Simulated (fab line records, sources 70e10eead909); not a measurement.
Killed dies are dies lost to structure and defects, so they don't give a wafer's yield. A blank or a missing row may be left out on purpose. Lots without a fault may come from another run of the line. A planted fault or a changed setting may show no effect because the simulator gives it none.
fab line records | flow nand_harc
record lots=14 wafers=42 last_day=25
route steps=1159 shown P_BONDPAD@381 A_ONON_D1@426 END@1159
lots that met no fault: from a run of the same line without faults
start_h: hours from the record's first day to the start of the lot's first wafer shown | wait_h: hours since the lot's step before | " the same as in the row above | L1.1+2: a row that stands for several wafers | - no value, or no start given | * or withheld: withheld | < > ~ a bound
route shown NAME@n: a module of which the file shows steps, and the number in the route of the first | usual: mean/standard deviation of fault-free wafers | same: alike in all rows | chamber/n: place in a boat | sites: the reading at each site | _std_site: their standard deviation | _edge_site: outer sites' mean less inner sites' | radius_mm: how far each site lies from the wafer's centre | mask NAME#n: copy n | behind: the tool/chamber that last shaped the wafer | hold: why the lot was held/for how many hours/how that ended | device: the transistor (n, p or np) that didn't switch | end of line: the same wafers' tests at the end of the route | a step without rows: its recipe alone | killed: dies lost to structure and defects at the first sort, not the wafer's yield | map: a wafer's dies, x killed, . not, _ none there
set.NAME: the setting as run; set.NAME@STEP: as run at that earlier step | model.NAME: the simulator's own value behind a step, which no gauge read
steps of the route over a sample of lots; a table a step, a row a wafer
services: from which hour (start_h, from the record's first day; less than 0 if before it) a tool's chamber was out of use, for how many hours, and why
## steps
# step NHARC_P_BONDPAD_THK_MEAS_20
# recipe thk_meas_gauge=xrf
# usual thk_nm=160.2/1.5
# columns lot.wafer tool chamber start_h wait_h thk_nm
L105.2 film_metro-01 - 142.06 - 160.5
L105.3 " - " " 159.6
L105.5 " - " " 161.0
L110.2 film_metro-01 - 169.32 - 160.8
L110.3 " - " " 160.6
L110.5 " - " " 159.3
L112.1 film_metro-01 - 182.56 - 161.5
L112.3 " - " " 162.2
L112.5 " - " " 160.4
L114.3 film_metro-01 - 196.38 - 160.6
L114.4 " - " " 163.2
L114.6 " - " " 158.8
L113.1 film_metro-01 - 197.11 - 158.6
L113.3 " - " " 159.4
L113.6 " - " " 158.7
L115.1 film_metro-02 - 211.98 - 161.1
L115.2 " - " " 160.8
L115.4 " - " " 158.0
L118.2 film_metro-01 - 221.57 - 161.6
L118.4 " - " " 161.9
L118.5 " - " " 161.3
L119.1 film_metro-02 - 233.58 - 161.0
L119.3 " - " " 160.5
L119.6 " - " " 159.4
L120.2 film_metro-02 - 235.26 - 157.5
L120.5 " - " " 160.7
L120.6 " - " " 161.1
L121.1 film_metro-01 - 237.23 - 161.2
L121.3 " - " " 158.4
L121.6 " - " " 160.0
L123.1 film_metro-01 - 248.66 - 160.7
L123.5 " - " " 160.4
L123.6 " - " " 161.6
L125.1 film_metro-02 - 249.43 - 158.5
L125.3 " - " " 157.9
L125.4 " - " " 159.4
L126.2 film_metro-02 - 261.85 - 159.5
L126.5 " - " " 159.4
L126.6 " - " " 158.8
L127.2 film_metro-02 - 264.43 - 157.9
L127.4 " - " " 161.1
L127.5 " - " " 162.1
# step NHARC_P_BONDPAD_INSPECT_23
# usual raw_defect_count=359/140
# columns lot.wafer tool chamber start_h wait_h raw_defect_count
L105.2 defect_inspect-02 - 142.28 0.0 234
L105.3 " - " " 259
L105.5 " - " " 246
L110.2 defect_inspect-02 - 169.56 0.0 744
L110.3 " - " " 849
L110.5 " - " " 403
L112.1 defect_inspect-02 - 182.78 0.0 1000
L112.3 " - " " 423
L112.5 " - " " 549
L114.3 defect_inspect-02 - 196.58 0.0 369
L114.4 " - " " 315
L114.6 " - " " 319
L113.1 defect_inspect-02 - 197.31 0.0 303
L113.3 " - " " 285
L113.6 " - " " 406
L115.1 defect_inspect-02 - 212.20 0.0 217
L115.2 " - " " 219
L115.4 " - " " 227
L118.2 defect_inspect-01 - 221.78 0.0 439
L118.4 " - " " 613
L118.5 " - " " 438
L119.1 defect_inspect-01 - 233.78 0.0 222
L119.3 " - " " 244
L119.6 " - " " 231
L120.2 defect_inspect-02 - 235.49 0.0 369
L120.5 " - " " 294
L120.6 " - " " 479
L121.1 defect_inspect-01 - 237.45 0.0 324
L121.3 " - " " 453
L121.6 " - " " 286
L123.1 defect_inspect-02 - 249.01 0.0 216
L123.5 " - " " 255
L123.6 " - " " 312
L125.1 defect_inspect-01 - 249.67 0.0 268
L125.3 " - " " 374
L125.4 " - " " 330
L126.2 defect_inspect-02 - 262.08 0.0 352
L126.5 " - " " 215
L126.6 " - " " 278
L127.2 defect_inspect-02 - 264.69 0.0 511
L127.4 " - " " 351
L127.5 " - " " 412
# step NHARC_A_ONON_D1_DEP_03
# recipe target_thk_a=10000 n2_flow_sccm=2750 n2o_flow_sccm=2000 nh3_flow_sccm=500 sih4_flow_sccm=210 temp_c=400
# columns lot.wafer tool chamber start_h wait_h
L105.2+3+5 pecvd_onon-03 0 166.17 0.1
L110.2+3+5 pecvd_onon-03 0 193.16 0.1
L112.1+3+5 pecvd_onon-03 0 207.01 0.1
L113.1+3+6 pecvd_onon-01 0 221.61 0.1
L114.3+4+6 pecvd_onon-03 0 221.72 0.2
L115.1+2+4 pecvd_onon-04 0 236.81 0.1
L118.2+4+5 pecvd_onon-01 0 243.05 0.1
L119.1+3+6 pecvd_onon-01 0 259.03 0.1
L121.1+3+6 pecvd_onon-03 0 259.04 0.1
L120.2+5+6 pecvd_onon-03 0 259.45 0.1
L123.1+5+6 pecvd_onon-04 0 274.85 0.1
L125.1+3+4 pecvd_onon-01 0 274.89 0.1
L126.2+5+6 pecvd_onon-01 0 286.27 0.1
L127.2+4+5 pecvd_onon-04 0 286.41 0.2
# step NHARC_A_ONON_D1_THK_MEAS_05
# recipe thk_meas_gauge=ellipsometry
# usual thk_nm=999/9.7
# columns lot.wafer tool chamber start_h wait_h thk_nm
L105.2 film_metro-02 - 166.62 - 999
L105.3 " - " " 998
L105.5 " - " " 1001
L110.2 film_metro-02 - 193.61 - 987
L110.3 " - " " 987
L110.5 " - " " 990
L112.1 film_metro-02 - 207.52 - 1001
L112.3 " - " " 1002
L112.5 " - " " 1000
L113.1 film_metro-02 - 222.11 - 1012
L113.3 " - " " 1014
L113.6 " - " " 1014
L114.3 film_metro-01 - 222.12 - 994
L114.4 " - " " 994
L114.6 " - " " 995
L115.1 film_metro-02 - 237.32 - 999
L115.2 " - " " 994
L115.4 " - " " 998
L118.2 film_metro-01 - 243.50 - 985
L118.4 " - " " 985
L118.5 " - " " 985
L121.1 film_metro-02 - 259.55 - 631
L121.3 " - " " 631
L121.6 " - " " 631
L119.1 film_metro-01 - 259.57 - 999
L119.3 " - " " 1000
L119.6 " - " " 1000
L120.2 film_metro-02 - 259.90 - 626
L120.5 " - " " 626
L120.6 " - " " 626
L123.1 film_metro-02 - 275.38 - 1004
L123.5 " - " " 1003
L123.6 " - " " 1003
L125.1 film_metro-02 - 275.42 - 1010
L125.3 " - " " 1009
L125.4 " - " " 1010
L126.2 film_metro-02 - 286.73 - 1009
L126.5 " - " " 1009
L126.6 " - " " 1009
L127.2 film_metro-01 - 286.86 - 998
L127.4 " - " " 999
L127.5 " - " " 997
# step NHARC_END_SORT_01
# recipe temp_c=25
# usual killed_at_array=30/10 killed_at_other=0.5/0.82 killed_at_periphery=2.9/2 killed_dies=34/11 killed_open=3.2/1.8 killed_short=2.0/1.4
# same gross_dies=677
# columns lot.wafer tool chamber start_h wait_h killed_at_array killed_at_other killed_at_periphery killed_dies killed_open killed_short
L120.2 prober-02 0 560.50 2.8 674 1 2 677 2 1
L120.5 prober-02 0 562.93 3.7 672 3 2 677 3 4
L120.6 prober-02 0 563.73 4.0 673 1 3 677 5 7
L121.1 prober-02 0 567.52 2.5 671 0 6 677 5 3
L121.3 prober-02 0 569.11 3.1 673 0 4 677 2 2
L121.6 prober-02 0 571.51 4.0 674 1 2 677 6 2
# killed by level:class
L120.2 A_ONON_D1:area_dep=639 A_CHANNEL_HOLE_D1:chamber_film_flake=16 A_SGD_CUT:chamber_film_flake=6 A_STAIRCASE:chamber_film_flake=4 A_CONTACT:chamber_film_flake=4 A_BLC:chamber_film_flake=3 P_M0:geometric_particle:open=1 P_M1:geometric_particle:open=1
L120.5 A_ONON_D1:area_dep=642 A_CHANNEL_HOLE_D1:chamber_film_flake=14 A_SGD_CUT:chamber_film_flake=3 A_CONTACT:chamber_film_flake=3 A_CONTACT:geometric_particle:open=2 P_ZERO_WELL:chamber_film_flake=2 THIN_TSV:chamber_film_flake=2 A_SOURCE_PLATE:geometric_particle:short=1
L120.6 A_ONON_D1:area_dep=627 A_CHANNEL_HOLE_D1:chamber_film_flake=13 A_SGD_CUT:chamber_film_flake=7 A_CONTACT:chamber_film_flake=6 A_STAIRCASE:chamber_film_flake=4 A_BLC:chamber_film_flake=3 A_SGD_CUT:geometric_particle:short=2 A_M0:geometric_particle:open=2
L121.1 A_ONON_D1:area_dep=634 A_CHANNEL_HOLE_D1:chamber_film_flake=15 A_SLIT:chamber_film_flake=11 A_STAIRCASE:chamber_film_flake=3 P_GATE:geometric_particle:open=2 A_CHANNEL_FILL_D1:geometric_particle:short=2 A_WL_FILL:geometric_particle:open=2 P_STI:chamber_film_flake=2
L121.3 A_ONON_D1:area_dep=637 A_CHANNEL_HOLE_D1:chamber_film_flake=15 A_SLIT:chamber_film_flake=14 P_GATE:chamber_film_flake=2 A_STAIRCASE:chamber_film_flake=2 A_CONTACT:chamber_film_flake=2 P_CONTACT:geometric_particle:short=1 A_SOURCE_PLATE:geometric_particle:short=1
L121.6 A_ONON_D1:area_dep=634 A_CHANNEL_HOLE_D1:chamber_film_flake=15 A_SLIT:chamber_film_flake=15 A_CONTACT:chamber_film_flake=4 P_CONTACT:geometric_particle:open=2 A_CHANNEL_FILL_D1:geometric_particle:open=2 A_CONTACT:geometric_particle:open=2 A_ONON_D1:geometric_particle:short=1
## services
# columns tool chamber start_h hours kind
pecvd_onon-03 - 153.00 13.0 pm
pecvd_onon-04 - 157.34 0.1 repair
pecvd_onon-01 - 195.49 13.0 pm
pecvd_onon-04 - 237.16 13.0 pm
## key
first_sign step=NHARC_A_ONON_D1_THK_MEAS_05 reading=thk_nm direction=down sigmas=38 usual=999 struck=629
effect step=NHARC_END_SORT_01 reading=killed_at_array direction=up sigmas=62 usual=30 struck=673
more_kills_born_at NHARC_A_ONON_D1_DEP_03@pecvd_onon-03=3813
met_at NHARC_A_ONON_D1_DEP_03
struck_lots L120,L121
struck_wafers L120.2,L120.5,L120.6,L121.1,L121.3,L121.6
later_rows_left_out L120.2,L120.5,L120.6,L121.1,L121.3,L121.6
tester_left_out L120,L121
not_acting_at NHARC_P_BONDPAD_THK_MEAS_20,NHARC_P_BONDPAD_INSPECT_23
onset_between 221.72 259.04
fault kind=process_parameter_drift tool=pecvd_onon-03 chamber=0 onset_h=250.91 steps=NHARC_A_ONON_D1_DEP_03 channel=target_thk_a offset=* shape=step end_h=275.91 acts_in=* stated=*
# tester_left_out: of these lots the tester's yield and bins aren't shown, on N5 and GAA mostly nor the transistor test; their killed dies are dies lost to structure and defects alone, not to doping, threshold or leakage, so they don't give the yield
# later_rows_left_out: the simulator's readings of these wafers behind a module that went badly wrong aren't trusted and aren't shown, but for the sort
